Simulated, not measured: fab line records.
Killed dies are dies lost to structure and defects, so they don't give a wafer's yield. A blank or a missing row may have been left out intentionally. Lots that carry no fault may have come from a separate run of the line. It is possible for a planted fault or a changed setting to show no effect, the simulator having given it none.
Struck lot and sound lot, side by side ; flow n5Finfet ; 15 out of 1938 route steps
Sound: wafers L255.2, L255.3, L255.4. Wafers struck: L252.1, L252.4. Last of all comes the cause.
At each step with rows: each side's tool, then ch and its chambers, then its first start. Under that, the readings that differ: sound wafers ; struck wafers ; difference of the means ; sigmas: that difference in standard deviations of wafers without a fault.
alike: words and numbers the same on both sides, and readings whose means are apart by under 2 such deviations; not compared: readings that were withheld, readings missing a value for some wafer, numbers with overlapping values and no deviation given by the record, and bounds like >300 which may hide the same value.
Wherever a step has rows on one side only, a row that says differs or no value, or a row with sigmas, the two part there. Numbers that don't overlap but have no deviation are shown without sigmas and don't part them. A reading missing from all wafers of one side parts the sides only when that side holds two or more wafers.

first, 1 step without rows for these wafers: N5_BEOL_M14_ETCH_67 (etches SiARC in CF4, target depth 143 nm, time 238.3 s).
N5_BEOL_M14_ETCH_68: etches SOC in N2/H2, time 450 s.
  sound on rieDiel-06 ch 0,2,3, day 16 12:51; struck on rieDiel-01 ch 0,2, day 16 05:25
  alike: drypumpMotorCurrentA, h2FlowSccm, oesProductAu, rfVppV, showerheadPlenumPTorr, tempC, throttleValvePct
  not compared: rfHoursCounterH
then, 3 steps without rows for these wafers: N5_BEOL_M14_STRIP_69 (strips in N2/H2); N5_BEOL_M14_TRENCH_ETCH_34 (etches SiO2 in C4F8/O2/Ar, target depth 556.65 nm, time 126.9 s); N5_BEOL_M14_STRIP_70 (strips in C4F8/O2/Ar).
N5_BEOL_M14_OCD_MEAS_35:
  struck on ocd-01, day 16 05:50; sound on ocd-02, day 16 13:17
  alike: trenchDepthNm
N5_BEOL_M14_STRIP_37: strips in O2.
  sound on rieDiel-01 ch 1,3, day 16 13:59; struck on rieDiel-05 ch 0,3, day 16 06:56
  alike: drypumpMotorCurrentA, oesProductAu, rfVppV, showerheadPlenumPTorr, tempC, throttleValvePct
  not compared: rfHoursCounterH
N5_BEOL_M14_ETCH_38: etches SiCN in CF4/N2, target depth 106.5 nm, time 120.6 s.
  sound: rieDiel-01 ch 1,3; struck: rieDiel-05 ch 0,3
  alike: drypumpMotorCurrentA, oesProductAu, rfVppV, showerheadPlenumPTorr, throttleValvePct
  not compared: rfHoursCounterH
then, 2 steps without rows for these wafers: N5_BEOL_M14_PRECLEAN_39 (cleans in residue remover, time 60 s); N5_BEOL_M14_SRD_40 (time 30 s, dry time 30 s).
N5_BEOL_M14_DEGAS_41: time 60 s.
  struck on pvdSputter-01, day 16 07:46; sound on pvdSputter-03, day 16 14:25
  alike: heaterPowerW
N5_BEOL_M14_PRE_CLEAN_42: time 30 s.
  struck on pvdSputter-01, day 16 07:49; sound on pvdSputter-03, day 16 14:28
  alike: heaterPowerW
N5_BEOL_M14_SPUTTER_43: material TaN, target thk 15 nm, time 24.19 s.
  struck on pvdSputter-01, day 16 07:51; sound on pvdSputter-03, day 16 14:30
reading;sound;struck;difference;sigmas
model.TaN_of_BEOL_M14_SPUTTER_43.thkNm (nm);15.2 15 15.2;15.6 15.6;+0.5;
  alike: cathodeDcPowerW, throttleValvePct
then, 1 step without rows for these wafers: N5_BEOL_M14_SPUTTER_44 (material Ta, target thk 15 nm, time 24.19 s).
N5_PASSIVATION_PROBE_49:
  the record has rows for the sound wafers here (prober-02, day 17 12:36) and none for the struck ones

== WHERE THEY PART ==
Only at N5_PASSIVATION_PROBE_49, within this record.

WHY: whatever the simulator had introduced
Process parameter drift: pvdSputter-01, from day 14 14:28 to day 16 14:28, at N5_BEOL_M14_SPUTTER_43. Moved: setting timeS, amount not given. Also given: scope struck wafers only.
